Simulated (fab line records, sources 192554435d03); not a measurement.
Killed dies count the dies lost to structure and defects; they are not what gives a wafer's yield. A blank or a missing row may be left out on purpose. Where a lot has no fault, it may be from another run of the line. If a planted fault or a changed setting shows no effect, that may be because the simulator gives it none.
Chamber matching | flow n5 finfet | N5_BEOL_M8_STRIP_67 on rie diel-04 has 4 sister chambers
The step strips in CF4. 22 wafers are shown with their chamber, then 11 later ones without.

EACH WAFER AND ITS CHAMBER
wafer  | chamber | drypump motor current A (A) | showerhead plenum p Torr (Torr) | throttle valve pct (%)
L074.1 | 0       | 6.4                         | 1.90                            | 13.44
L074.2 | 1       | 5.3                         | 1.80                            | 13.32
L074.3 | 3       | 6.5                         | 1.85                            | 13.50
L074.4 | 2       | 5.4                         | 1.84                            | 14.09
L074.5 | 2       | 5.4                         | 1.84                            | 14.10
L074.6 | 3       | 6.4                         | 1.85                            | 13.52
L081.1 | 3       | 6.5                         | 1.85                            | 13.53
L081.3 | 0       | 6.4                         | 1.90                            | 13.49
L081.6 | 2       | 5.5                         | 1.84                            | 14.15
L085.2 | 1       | 5.3                         | 1.79                            | 13.39
L085.3 | 0       | 6.4                         | 1.89                            | 13.53
L085.6 | 1       | 5.3                         | 1.79                            | 13.41
L088.2 | 1       | 5.3                         | 1.79                            | 13.42
L088.4 | 1       | 5.3                         | 1.79                            | 13.42
L088.5 | 0       | 6.4                         | 1.89                            | 13.52
L089.2 | 3       | 6.4                         | 1.84                            | 13.59
L089.4 | 2       | 5.5                         | 1.83                            | 13.62
L089.5 | 3       | 6.5                         | 1.84                            | 13.60
L092.1 | 2       | 5.4                         | 1.83                            | 13.63
L092.2 | 1       | 5.3                         | 1.79                            | 13.45
L092.5 | 3       | 6.5                         | 1.84                            | 13.62
L096.1 | 1       | 5.3                         | 1.78                            | 13.48

SIGNATURES (averages over the wafers above)
reading                  | chamber 0 | chamber 1 | chamber 2 | chamber 3 | scatter within a chamber
drypump motor current A  | 6.400     | 5.300     | 5.440     | 6.467     | 0.0375
showerhead plenum p Torr | 1.8950    | 1.7900    | 1.8360    | 1.8450    | 0.00563
throttle valve pct       | 13.4950   | 13.4129   | 13.9180   | 13.5600   | 0.133
Rule: distance of a wafer from a chamber = root of the sum over the readings of ((wafer's reading minus chamber's mean) / reading's scatter) squared. If the next closest chamber is less than 2 further off than the closest, the wafer can't be placed; otherwise it belongs to the closest. The scatter: the root of (the sum of the squares of (reading less its chamber's mean) over the shown wafers, divided by (wafers less chambers)).

WAFERS MISSING THEIR CHAMBER
wafer  | drypump motor current A (A) | showerhead plenum p Torr (Torr) | throttle valve pct (%)
L096.2 | 6.5                         | 1.84                            | 13.62
L096.3 | 6.4                         | 1.89                            | 13.54
L095.1 | 6.5                         | 1.84                            | 13.62
L095.2 | 5.3                         | 1.78                            | 13.48
L095.3 | 6.4                         | 1.89                            | 13.59
L095.4 | 5.4                         | 1.83                            | 13.65
L095.5 | 6.5                         | 1.84                            | 13.63
L095.6 | 6.4                         | 1.89                            | 13.58
L094.1 | 5.3                         | 1.78                            | 13.47
L094.4 | 6.4                         | 1.89                            | 13.57
L094.5 | 5.4                         | 1.83                            | 13.65

EACH ONE'S CHAMBER
wafer  | from the rows above | in truth
L096.2 | 3                   | 3
L096.3 | 0                   | 0
L095.1 | 3                   | 3
L095.2 | 1                   | 1
L095.3 | 0                   | 0
L095.4 | 2                   | 2
L095.5 | 3                   | 3
L095.6 | 0                   | 0
L094.1 | 1                   | 1
L094.4 | 0                   | 0
L094.5 | 2                   | 2
Correct placement for 11 of the 11. Can't be placed from these rows: 0. Wrongly placed: 0.
